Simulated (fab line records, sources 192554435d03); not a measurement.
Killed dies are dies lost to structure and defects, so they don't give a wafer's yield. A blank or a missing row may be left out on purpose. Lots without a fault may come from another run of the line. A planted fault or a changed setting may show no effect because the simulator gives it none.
Which tool did it? | flow n5_finfet | 14 lots, 39 wafers sampled, at 4 steps of a route of 1938

WHAT THE GAUGES READ, wafer by wafer
N5_PASSIVATION_OVL_MEAS_60. Usual: TV_OVL -1 nm, standard deviation 6.
lot  | measured     | on         | TV_OVL (nm) | flag
L363 | day 12 17:19 | overlay-02 | -9 -5       |
L368 | day 13 04:07 | overlay-01 | 6 2         |
L367 | day 13 08:47 | overlay-01 | -4 -6       |
L369 | day 14 02:01 | overlay-01 | 5 6 11      |
L370 | day 14 05:05 | overlay-02 | -3 -7 -3    |
L371 | day 14 16:40 | overlay-02 | -2 -7 -7    |
L372 | day 14 21:01 | overlay-02 | -7 2 1      |
L374 | day 15 03:09 | overlay-02 | 2 5 -9      |
L373 | day 15 11:41 | overlay-01 | 2 -1 1      |
L380 | day 16 21:53 | overlay-01 | -2 5 -14    |
L381 | day 17 03:26 | overlay-01 | -7 -3 -2    |
L383 | day 17 08:52 | overlay-02 | -2 7 5      |
L382 | day 17 16:40 | overlay-02 | -2 4 1      |
L384 | day 18 03:49 | overlay-02 | -11 4 -9    |

WHICH TOOL RAN EACH LOT (tool, then ch and the chambers of the sampled wafers, then the start)
lot  | N5_BEOL_M12_SPUTTER_43       | N5_BEOL_M15_ANNEAL_48            | N5_MIM_TOP_ALD_02
L363 | pvd_sputter-02, day 11 16:49 | rtp_anneal-02 ch 0, day 12 09:26 | ald_hk-02 ch 2,3, day 12 17:19 or earlier
L368 | pvd_sputter-02, day 12 03:18 | rtp_anneal-02 ch 0, day 12 22:20 | ald_hk-03 ch 0,1, day 13 04:07 or earlier
L367 | pvd_sputter-01, day 12 09:31 | rtp_anneal-02 ch 0, day 13 01:35 | ald_hk-02 ch 1,3, day 13 08:47 or earlier
L369 | pvd_sputter-03, day 13 00:07 | rtp_anneal-02 ch 0, day 13 16:12 | ald_hk-01 ch 1,2,3, day 14 02:01 or earlier
L370 | pvd_sputter-02, day 13 00:44 | rtp_anneal-01 ch 0, day 13 22:00 | ald_hk-01 ch 0,1,2, day 14 05:05 or earlier
L371 | pvd_sputter-01, day 13 05:35 | rtp_anneal-01 ch 0, day 14 04:09 | ald_hk-01 ch 1,2,3, day 14 16:40 or earlier
L372 | pvd_sputter-02, day 13 16:09 | rtp_anneal-02 ch 0, day 14 12:02 | ald_hk-02 ch 0,2,3, day 14 21:01 or earlier
L374 | pvd_sputter-02, day 13 21:59 | rtp_anneal-02 ch 0, day 14 18:08 | ald_hk-01 ch 0,2,3, day 15 03:09 or earlier
L373 | pvd_sputter-02, day 14 07:50 | rtp_anneal-02 ch 0, day 15 05:48 | ald_hk-01 ch 0,1,3, day 15 11:41 or earlier
L380 | pvd_sputter-02, day 15 17:23 | rtp_anneal-02 ch 0, day 16 12:11 | ald_hk-01 ch 1,3, day 16 21:53 or earlier
L381 | pvd_sputter-01, day 15 23:49 | rtp_anneal-01 ch 0, day 16 17:29 | ald_hk-01 ch 0,1, day 17 03:26 or earlier
L383 | pvd_sputter-01, day 16 05:32 | rtp_anneal-01 ch 0, day 17 00:10 | ald_hk-01 ch 0,3, day 17 08:52 or earlier
L382 | pvd_sputter-01, day 16 07:04 | rtp_anneal-02 ch 0, day 17 06:37 | ald_hk-01 ch 1,3, day 17 16:40 or earlier
L384 | pvd_sputter-03, day 17 02:20 | rtp_anneal-02 ch 0, day 17 21:43 | ald_hk-02 ch 0,1,3, day 18 03:49 or earlier
- N5_BEOL_M12_SPUTTER_43: material TaN, target thk 15 nm, time 24.19 s.
- N5_BEOL_M15_ANNEAL_48: time 90 s.
- N5_MIM_TOP_ALD_02: deposits Al2O3, purge time 3 s, co reactant pulse time 3 s.

WHAT THE TOOLS THEMSELVES READ (means of the sampled wafers that have a number; where no wafer has one, the mark that the record gives instead)
N5_BEOL_M12_SPUTTER_43. Usual: throttle_valve_pct 29.6 %, standard deviation 0.91.
lot  | tool           | throttle_valve_pct (%) | flag
L363 | pvd_sputter-02 | 29.0                   |
L368 | pvd_sputter-02 | 29.4                   |
L367 | pvd_sputter-01 | 30.1                   |
L369 | pvd_sputter-03 | 30.1                   |
L370 | pvd_sputter-02 | 29.4                   |
L371 | pvd_sputter-01 | 30.3                   |
L372 | pvd_sputter-02 | 29.3                   |
L374 | pvd_sputter-02 | 29.7                   |
L373 | pvd_sputter-02 | 29.5                   |
L380 | pvd_sputter-02 | 28.8                   |
L381 | pvd_sputter-01 | 29.9                   |
L383 | pvd_sputter-01 | 29.2                   |
L382 | pvd_sputter-01 | 29.8                   |
L384 | pvd_sputter-03 | 30.2                   |

N5_BEOL_M15_ANNEAL_48. Usual: wafer_temp_C_max 226.4, standard deviation 0.53.
lot  | tool          | wafer_temp_C_max | flag
L363 | rtp_anneal-02 | 226.4            |
L368 | rtp_anneal-02 | 226.7            |
L367 | rtp_anneal-02 | 226.8            |
L369 | rtp_anneal-02 | 226.5            |
L370 | rtp_anneal-01 | 225.8            |
L371 | rtp_anneal-01 | 225.9            |
L372 | rtp_anneal-02 | 226.8            |
L374 | rtp_anneal-02 | 226.6            |
L373 | rtp_anneal-02 | 226.4            |
L380 | rtp_anneal-02 | 226.4            |
L381 | rtp_anneal-01 | 225.7            |
L383 | rtp_anneal-01 | 225.7            |
L382 | rtp_anneal-02 | 226.5            |
L384 | rtp_anneal-02 | 227.2            |

N5_MIM_TOP_ALD_02. Usual: precursor_pulse_height_rel 1.000, standard deviation 0.02.
lot  | tool      | precursor_pulse_height_rel | flag
L363 | ald_hk-02 | 1.002                      |
L368 | ald_hk-03 | 1.008                      |
L367 | ald_hk-02 | 1.006                      |
L369 | ald_hk-01 | 0.989                      |
L370 | ald_hk-01 | 0.995                      |
L371 | ald_hk-01 | 0.979                      |
L372 | ald_hk-02 | 0.982                      |
L374 | ald_hk-01 | 0.999                      |
L373 | ald_hk-01 | 1.003                      |
L380 | ald_hk-01 | 1.006                      |
L381 | ald_hk-01 | 0.996                      |
L383 | ald_hk-01 | 1.026                      |
L382 | ald_hk-01 | 1.001                      |
L384 | ald_hk-02 | 1.003                      |

THE ANSWER, worked out from the rows above alone
Rule: a lot is off if the mean of its wafers that have a number lies more than 3 standard deviations from the usual mean. A lot without any number at a reading at which 4 lots or more have one is off too. The other lots that the step has rows for count as sound. The gauges are gone through in route order, then the tools' own readings, and for those a lot's mean is taken as printed above. The first step at which some lot is off is used, and at that step the reading that is off furthest; a lot without a number counts as furthest.
No lot is off at any reading shown: from this, nothing can be told.

WHAT THE SIMULATOR HAD PUT IN
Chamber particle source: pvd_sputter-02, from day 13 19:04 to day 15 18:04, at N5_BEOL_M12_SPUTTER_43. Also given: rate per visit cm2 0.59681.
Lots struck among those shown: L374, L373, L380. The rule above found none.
